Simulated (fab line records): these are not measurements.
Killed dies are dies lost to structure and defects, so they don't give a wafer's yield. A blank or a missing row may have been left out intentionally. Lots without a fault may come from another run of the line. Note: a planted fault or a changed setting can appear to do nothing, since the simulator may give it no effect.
Split-lot experiment ; flow n5Finfet ; 21 wafers read across 7 lots, on a route 1938 steps long

== SPLIT DETAILS ==
At N5_BEOL_M11_ETCH_62 (etches SOC in N2/H2, target depth 110 nm, overetch 22 nm, time 165 s), the setting timeS was moved away from the recipe's 165 s on 4 of the 21 wafers read, by -18.2% to +19.4%. The other wafers ran this setting at the recipe's value.

The reading is taken at the split's own step.

== THE READING ==
SiARC_of_BEOL_M11_COAT_60.thkNm (the simulator's own value, which no gauge read), in nm, at N5_BEOL_M11_ETCH_62 (etches SOC in N2/H2, target depth 110 nm, overetch 22 nm, time 165 s). The file does not state a usual value for it. Here, 17 wafers ran the recipe; their average is 23.6 nm with a standard deviation of 0.16 nm.

wafer;tool, chamber at the split;timeS as run, s;against the recipe;SiARC_of_BEOL_M11_COAT_60.thkNm, nm;against lot-mates on the recipe
L075.3;rieDiel-06, 1;165;recipe;23.4;-
L075.4;rieDiel-06, 3;197;+19.4%;22;-1.5
L075.6;rieDiel-06, 2;165;recipe;23.6;-
L076.3;rieDiel-06, 2;165;recipe;23.8;-
L076.5;rieDiel-06, 2;165;recipe;23.8;-
L076.6;rieDiel-06, 3;165;recipe;23.4;-
L080.1;rieDiel-02, 1,3,2;165;recipe;23.8;-
L080.2;rieDiel-02, 1,3,2;165;recipe;23.8;-
L080.3;rieDiel-02, 1,3,2;165;recipe;23.8;-
L081.1;rieDiel-06, 3;165;recipe;23.6;-
L081.2;rieDiel-06, 2;165;recipe;23.8;-
L081.4;rieDiel-06, 1;165;recipe;23.4;-
L083.2;rieDiel-01, 3,1;165;recipe;23.6;-
L083.5;rieDiel-01, 3,1;165;recipe;23.6;-
L083.6;rieDiel-01, 2;165;recipe;23.4;-
L085.4;rieDiel-02, 1;165;recipe;23.6;-
L085.5;rieDiel-02, 2;134.9;-18.2%;24.6;+0.9
L085.6;rieDiel-02, 3;165;recipe;23.8;-
L092.2;rieDiel-02, 1,2;190.8;+15.6%;22.6;-1.0
L092.6;rieDiel-02, 1,2;190.8;+15.6%;22.6;-1.0
L092.5;rieDiel-02, 1;165;recipe;23.6;-
The file does not say which wafer passed through which chamber wherever a row lists several chambers: such a row stands for several wafers.

FIT RESULTS
A straight line over all 21 wafers: SiARC_of_BEOL_M11_COAT_60.thkNm changes by -0.0675 nm for each +1% of timeS; r = -0.95; the points scatter about the line by 0.18 nm.
The same after taking each lot's own level away (the mean of its wafers on the recipe; 21 wafers): -0.0634 nm for each +1%; r = -0.96; scatter 0.14 nm.
On that fit, the largest move of timeS shifts the reading by 1.2 nm.
The lots' own levels span 23.50 to 23.80 nm, that is 1.9 times the standard deviation above.
Consequently the slope shifts little with the lot-to-lot level, the two slopes agreeing.
Check: with one of the wafers moved furthest among these (+19.4%) left out of the fit, the line predicts -1.14 nm for it against its lot-mates. It came out at -1.5 nm against them.

== THE WHOLE CHAIN: every reading that the file lists as answering this split, in the file's order ==
step;what it does;reading;change (the file's fit);r (the file's)
N5_BEOL_M11_ETCH_62;etches SOC in N2/H2, target depth 110 nm, overetch 22 nm, time 165 s;SiARC_of_BEOL_M11_COAT_60.thkNm (the simulator's own value, which no gauge read);-0.0641 nm for each +1% of the setting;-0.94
N5_BEOL_M11_HM_OPEN_17;chemistry Cl2/BCl3, target TiN, target depth 20 nm, overetch 6 nm;etch.depthNm (the simulator's own value, which no gauge read);not straight: 20.67 at the lowest setting, 20.01 at the recipe, 16.68 at the highest;not given

== THE FILE'S OWN FIT ==
SiARC_of_BEOL_M11_COAT_60.thkNm changes by -0.0641 nm for each +1% of timeS, r = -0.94.
